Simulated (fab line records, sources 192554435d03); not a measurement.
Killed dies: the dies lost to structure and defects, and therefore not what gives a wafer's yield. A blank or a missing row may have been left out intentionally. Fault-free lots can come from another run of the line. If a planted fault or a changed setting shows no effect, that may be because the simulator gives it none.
2 desks, one fault ; flow n5_finfet ; what lay behind the numbers comes last; until then each desk has only its own

## DESK OF THE TOOL OWNER: rie_diel-06
The tool's own readings at N5_HKMG_FIN_ETCH_35 (etches SOC in N2/H2, target depth 215.8 nm, time 243.4 s): means of the sampled wafers that have a number, for each lot that ran on this tool. Marked OUT: a lot whose mean sits more than 4 standard deviations from the usual mean, which makes it out of limits; the brackets give that distance.
Columns: A = drypump_motor_current_A at N5_HKMG_FIN_ETCH_35, usual 5.6 A; B = oes_product_au at N5_HKMG_FIN_ETCH_35, usual 0.79 a.u.; C = rf_vpp_V at N5_HKMG_FIN_ETCH_35, usual 142.1 V; D = run_length_s at N5_HKMG_FIN_ETCH_35, usual 266.8 s; E = showerhead_plenum_p_Torr at N5_HKMG_FIN_ETCH_35, usual 2.60 Torr; F = throttle_valve_pct at N5_HKMG_FIN_ETCH_35, usual 17.68 %
lot;first seen here;A;B;C;D;E;F
L526;day 5 09:23;5.2;0.76;141.5;266.6;2.53;17.61
L527;day 5 14:57;5.3;0.75;141.9;266.8;2.53;17.62
L531;day 6 20:02;5.5;0.74;142.1;266.8;2.59;17.68
L535;day 7 18:31;5.2;0.74;140.9;266.8;2.46;17.73
L537;day 8 04:00;5.3;0.73;140.7;266.7;2.53;17.80
L541;day 9 04:23;5.5;0.81;142.1;219.1 (-99 or more) OUT;2.58;17.57
Finding of this desk: L541 out of limits; the first was L541 at day 9 04:23, on run_length_s at N5_HKMG_FIN_ETCH_35. L526, L527, L531, L535, L537: within limits.

## THE METROLOGY DESK
Means of the sampled wafers that have a number, per lot and without regard to the tool the lot ran on: this is what the gauges read. Marked OUT: a lot whose mean sits more than 4 standard deviations from the usual mean, which makes it out of limits; the brackets give that distance. Of its 16 readings 7 are shown: the one that was out of limits first, and those that lie furthest out on some lot.
Columns: A = IOFF_N_85C at N5_BEOL_M4_RC_MEAS_101, usual 3.0 nA/um; B = IOFF_N_LIN at N5_BEOL_M4_RC_MEAS_101, usual 0.071 nA/um; C = IOFF_N_LONG at N5_BEOL_M4_RC_MEAS_101, usual 5.53e-05 nA/um; D = ION_N at N5_BEOL_M4_RC_MEAS_101, usual 668 uA/um; E = VT_N at N5_BEOL_M4_RC_MEAS_101, usual 251 mV; F = VT_N_LONG at N5_BEOL_M4_RC_MEAS_101, usual 275.0 mV; G = VT_N_LVT at N5_BEOL_M4_RC_MEAS_101, usual 99 mV
lot;first seen here;A;B;C;D;E;F;G
L521;day 4 02:31;3.0;0.073;5.52e-05;670;250;273.5;99
L526;day 5 09:02;2.9;0.068;5.38e-05;660;254;276.7;102
L527;day 5 14:35;3.4;0.080;5.29e-05;679;249;274.4;98
L529;day 6 06:40;2.4;0.059;5.78e-05;658;255;274.3;106
L531;day 6 19:41;2.3;0.058;5.98e-05;661;252;271.8;100
L532;day 7 02:14;2.5;0.061;5.89e-05;656;254;270.9;99
L535;day 7 18:10;3.1;0.072;5.67e-05;672;250;275.4;98
L537;day 8 03:34;2.8;0.067;5.70e-05;665;250;275.0;98
L541;day 9 04:00;1.9;0.045;4.66e-05;521 (-13) OUT;323 (+20) OUT;344.2 (+35) OUT;168 (+20) OUT
This desk's finding: out of limits on L541; first on L541, day 14 10:26 (ION_N at N5_BEOL_M4_RC_MEAS_101). L521, L526, L527, L529, L531, L532, L535, L537: within limits.

## PUT TOGETHER
The tool owner's desk had the chance to raise an alarm at day 9 04:23 on L541.
At day 14 10:26 the metrology desk could have sounded an alarm, on L541.
On rie_diel-06, each named lot ran N5_HKMG_FIN_ETCH_35.

## WHAT HAD BEEN PUT IN BY THE SIMULATOR
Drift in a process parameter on rie_diel-06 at N5_HKMG_FIN_ETCH_35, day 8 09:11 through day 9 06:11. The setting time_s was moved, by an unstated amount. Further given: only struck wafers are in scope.
Struck lots among those shown: L541.
Hours from the fault's start to each desk's first reading out of limits: the tool owner's desk, 19; the metrology desk, 145.
